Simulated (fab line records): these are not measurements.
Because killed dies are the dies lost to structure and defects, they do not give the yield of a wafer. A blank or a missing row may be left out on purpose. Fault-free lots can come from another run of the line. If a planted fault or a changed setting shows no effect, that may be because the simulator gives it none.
Matching of chambers || flow n5Finfet || N5_HKMG_FIN_HK_ALD_01 on aldHk-02 has 4 sister chambers
The step deposits HfO2, target thk 1.6 nm, pulse time 3 s, purge time 3 s. 22 wafers are shown with their chamber, then 11 later ones without.

## EACH WAFER AND ITS CHAMBER
{"wafer": "L076.3", "chamber": 0, "precursorPulseHeightRel": 1.016}
{"wafer": "L076.4", "chamber": 2, "precursorPulseHeightRel": 0.994}
{"wafer": "L076.5", "chamber": 0, "precursorPulseHeightRel": 1.015}
{"wafer": "L077.2", "chamber": 1, "precursorPulseHeightRel": 1.017}
{"wafer": "L077.3", "chamber": 0, "precursorPulseHeightRel": 0.955}
{"wafer": "L077.5", "chamber": 2, "precursorPulseHeightRel": 0.970}
{"wafer": "L078.3", "chamber": 0, "precursorPulseHeightRel": 0.985}
{"wafer": "L078.4", "chamber": 2, "precursorPulseHeightRel": 0.994}
{"wafer": "L078.6", "chamber": 0, "precursorPulseHeightRel": 0.978}
{"wafer": "L079.1", "chamber": 0, "precursorPulseHeightRel": 1.002}
{"wafer": "L079.3", "chamber": 3, "precursorPulseHeightRel": 1.004}
{"wafer": "L079.4", "chamber": 2, "precursorPulseHeightRel": 1.004}
{"wafer": "L080.3", "chamber": 2, "precursorPulseHeightRel": 1.005}
{"wafer": "L080.4", "chamber": 0, "precursorPulseHeightRel": 0.991}
{"wafer": "L080.5", "chamber": 0, "precursorPulseHeightRel": 0.983}
{"wafer": "L081.4", "chamber": 0, "precursorPulseHeightRel": 0.972}
{"wafer": "L081.5", "chamber": 0, "precursorPulseHeightRel": 1.017}
{"wafer": "L081.6", "chamber": 3, "precursorPulseHeightRel": 0.966}
{"wafer": "L084.4", "chamber": 0, "precursorPulseHeightRel": 0.993}
{"wafer": "L084.5", "chamber": 2, "precursorPulseHeightRel": 1.001}
{"wafer": "L084.6", "chamber": 3, "precursorPulseHeightRel": 1.009}
{"wafer": "L085.1", "chamber": 0, "precursorPulseHeightRel": 1.014}

SIGNATURES (averages over the wafers above)
{"reading": "precursorPulseHeightRel", "chamber 0": 0.99342, "chamber 1": 1.01700, "chamber 2": 0.99467, "chamber 3": 0.99300, "scatter within a chamber": 0.0188}
Rule: a wafer's distance from a chamber is the root of the sum, over the readings, of the square of ((its reading less the chamber's mean) divided by the reading's scatter). If the next closest chamber is less than 2 further off than the closest, the wafer can't be placed; otherwise it belongs to the closest. The scatter: the root of (the sum of the squares of (reading less its chamber's mean) over the shown wafers, divided by (wafers less chambers)).

## WAFERS MISSING THEIR CHAMBER
{"wafer": "L085.2", "precursorPulseHeightRel": 0.980}
{"wafer": "L085.6", "precursorPulseHeightRel": 1.008}
{"wafer": "L089.2", "precursorPulseHeightRel": 0.962}
{"wafer": "L089.4", "precursorPulseHeightRel": 1.007}
{"wafer": "L089.5", "precursorPulseHeightRel": 1.003}
{"wafer": "L095.3", "precursorPulseHeightRel": 1.005}
{"wafer": "L095.4", "precursorPulseHeightRel": 0.987}
{"wafer": "L095.5", "precursorPulseHeightRel": 0.988}
{"wafer": "L097.2", "precursorPulseHeightRel": 0.965}
{"wafer": "L097.4", "precursorPulseHeightRel": 0.963}
{"wafer": "L097.6", "precursorPulseHeightRel": 0.977}

## EACH ONE'S CHAMBER
{"wafer": "L085.2", "from the rows above": "can't be placed: 3 or 0 or 2 or 1", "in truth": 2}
{"wafer": "L085.6", "from the rows above": "can't be placed: 1 or 2 or 0 or 3", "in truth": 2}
{"wafer": "L089.2", "from the rows above": "can't be placed: 3 or 0 or 2 or 1", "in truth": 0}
{"wafer": "L089.4", "from the rows above": "can't be placed: 1 or 2 or 0 or 3", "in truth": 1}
{"wafer": "L089.5", "from the rows above": "can't be placed: 2 or 0 or 3 or 1", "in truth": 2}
{"wafer": "L095.3", "from the rows above": "can't be placed: 2 or 0 or 3 or 1", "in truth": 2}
{"wafer": "L095.4", "from the rows above": "can't be placed: 3 or 0 or 2 or 1", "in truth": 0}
{"wafer": "L095.5", "from the rows above": "can't be placed: 3 or 0 or 2 or 1", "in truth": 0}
{"wafer": "L097.2", "from the rows above": "can't be placed: 3 or 0 or 2 or 1", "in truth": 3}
{"wafer": "L097.4", "from the rows above": "can't be placed: 3 or 0 or 2 or 1", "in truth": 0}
{"wafer": "L097.6", "from the rows above": "can't be placed: 3 or 0 or 2 or 1", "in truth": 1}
Placed correctly: 0 of 11. From these rows, 11 cannot be placed; in 11 the true chamber is one of the candidates. 0 placed wrongly.
